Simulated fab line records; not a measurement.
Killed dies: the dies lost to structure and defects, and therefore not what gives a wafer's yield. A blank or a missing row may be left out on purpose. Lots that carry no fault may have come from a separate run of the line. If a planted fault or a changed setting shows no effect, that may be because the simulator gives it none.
Split-lot study | flow n5-finfet | on a route of 1938 steps: 7 lots, 39 wafers read

== SPLIT DETAILS ==
At N5_FIN_SAQP_ETCH_65 (etches SiO2 in CF4, target depth 4 nm, time 4.4 s), the setting time-s was moved away from the recipe's 4.4 s on 18 of the 39 wafers read, by -22.8% to +12.7%. The other wafers ran this setting at the recipe's value.

The reading comes from the split's own step.

== THE READING ==
etch.depth-nm (the simulator's own value, which no gauge read), in nm, at N5_FIN_SAQP_ETCH_65 (etches SiO2 in CF4, target depth 4 nm, time 4.4 s). No usual value for it is given in the file. The 21 wafers here that ran the recipe average 4.009 nm, standard deviation 0.1 nm.

wafer  | tool, chamber at the split | time-s as run, s | against the recipe | etch.depth-nm, nm | against lot-mates on the recipe
L074.1 | rie-si-06, 2               | 3.447            | -21.7%             | 3.1               | -1.000
L074.2 | rie-si-06, 0               | 3.447            | -21.7%             | 3.169             | -0.931
L074.3 | rie-si-06, 1               | 4.4              | recipe             | 4.233             | -
L074.4 | rie-si-06, 2               | 4.4              | recipe             | 3.981             | -
L074.5 | rie-si-06, 0               | 4.4              | recipe             | 4.086             | -
L074.6 | rie-si-06, 1               | 3.447            | -21.7%             | 3.287             | -0.813
L079.1 | rie-si-06, 0               | 3.884            | -11.7%             | 3.598             | -0.388
L079.2 | rie-si-06, 3,2             | 4.4              | recipe             | 3.986             | -
L079.4 | rie-si-06, 3,2             | 4.4              | recipe             | 3.986             | -
L079.3 | rie-si-06, 1               | 3.884            | -11.7%             | 3.7               | -0.286
L079.5 | rie-si-06, 3               | 3.884            | -11.7%             | 3.503             | -0.483
L079.6 | rie-si-06, 2               | 4.4              | recipe             | 3.987             | -
L083.1 | rie-si-01, 3               | 4.4              | recipe             | 4.01              | -
L083.2 | rie-si-01, 1               | 3.555            | -19.2%             | 3.167             | -0.806
L083.3 | rie-si-01, 0               | 4.4              | recipe             | 3.973             | -
L083.4 | rie-si-01, 2               | 3.555            | -19.2%             | 3.189             | -0.784
L083.5 | rie-si-01, 1               | 4.4              | recipe             | 3.935             | -
L083.6 | rie-si-01, 0               | 3.555            | -19.2%             | 3.201             | -0.772
L087.1 | rie-si-01, 3               | 4.4              | recipe             | 3.991             | -
L087.2 | rie-si-01, 0               | 4.4              | recipe             | 3.929             | -
L087.6 | rie-si-01, 0               | 4.4              | recipe             | 3.93              | -
L088.1 | rie-si-06, 1               | 4.4              | recipe             | 4.192             | -
L088.2 | rie-si-06, 3               | 3.398            | -22.8%             | 3.104             | -0.937
L088.3 | rie-si-06, 2               | 4.4              | recipe             | 3.963             | -
L088.4 | rie-si-06, 0               | 3.398            | -22.8%             | 3.179             | -0.862
L088.5 | rie-si-06, 2               | 4.4              | recipe             | 3.967             | -
L088.6 | rie-si-06, 1               | 3.398            | -22.8%             | 3.247             | -0.794
L091.1 | rie-si-04, 2               | 4.4              | recipe             | 3.764             | -
L091.2 | rie-si-04, 1               | 4.4              | recipe             | 4.076             | -
L091.3 | rie-si-04, 3               | 4.961            | +12.7%             | 4.574             | +0.558
L091.4 | rie-si-04, 0               | 4.961            | +12.7%             | 4.784             | +0.768
L091.5 | rie-si-04, 0               | 4.4              | recipe             | 4.207             | -
L091.6 | rie-si-04, 1               | 4.961            | +12.7%             | 4.588             | +0.572
L094.1 | rie-si-01, 1               | 4.846            | +10.1%             | 4.35              | +0.351
L094.2 | rie-si-01, 2               | 4.4              | recipe             | 3.983             | -
L094.3 | rie-si-01, 0               | 4.4              | recipe             | 3.996             | -
L094.4 | rie-si-01, 3               | 4.4              | recipe             | 4.019             | -
L094.5 | rie-si-01, 1               | 4.846            | +10.1%             | 4.338             | +0.339
L094.6 | rie-si-01, 2               | 4.846            | +10.1%             | 4.419             | +0.420
If several chambers appear in one row, that row covers several wafers at once and the file leaves open which wafer was in which chamber.

THE FIT
A straight line over all 39 wafers: etch.depth-nm changes by +0.0398 nm for each +1% of time-s; r = +0.97; the points scatter about the line by 0.1 nm.
The same after taking each lot's own level away (the mean of its wafers on the recipe; 39 wafers): +0.0408 nm for each +1%; r = +0.98; scatter 0.095 nm.
Per that fit: largest time-s move, reading shift of 0.93 nm.
Measured against the standard deviation above, the lots' own levels, which go from 3.9500 to 4.1000 nm, span 1.5 times it.
The two slopes agree, so the slope changes little with the lot-to-lot level.
Check: for one of the wafers moved furthest among these (-22.8%), held out of the fit, the line's prediction against its lot-mates is -0.911 nm. It came out at -0.937 nm against them.

== OTHER SPLITS ON THESE WAFERS ==
Note: prior to the reading, these wafers also went through further splits. Each is held against what the fit with the lots' levels taken away leaves over:
other split on the same wafers     | wafers away from the commonest value | r with etch.depth-nm (lot level and that fit taken away)
N5_FIN_SAQP_HM_DEP_03 target-thk-a | 12                                   | -0.13

== THE FILE'S OWN FIT ==
etch.depth-nm changes by +0.0403 nm for each +1% of time-s, r = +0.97.
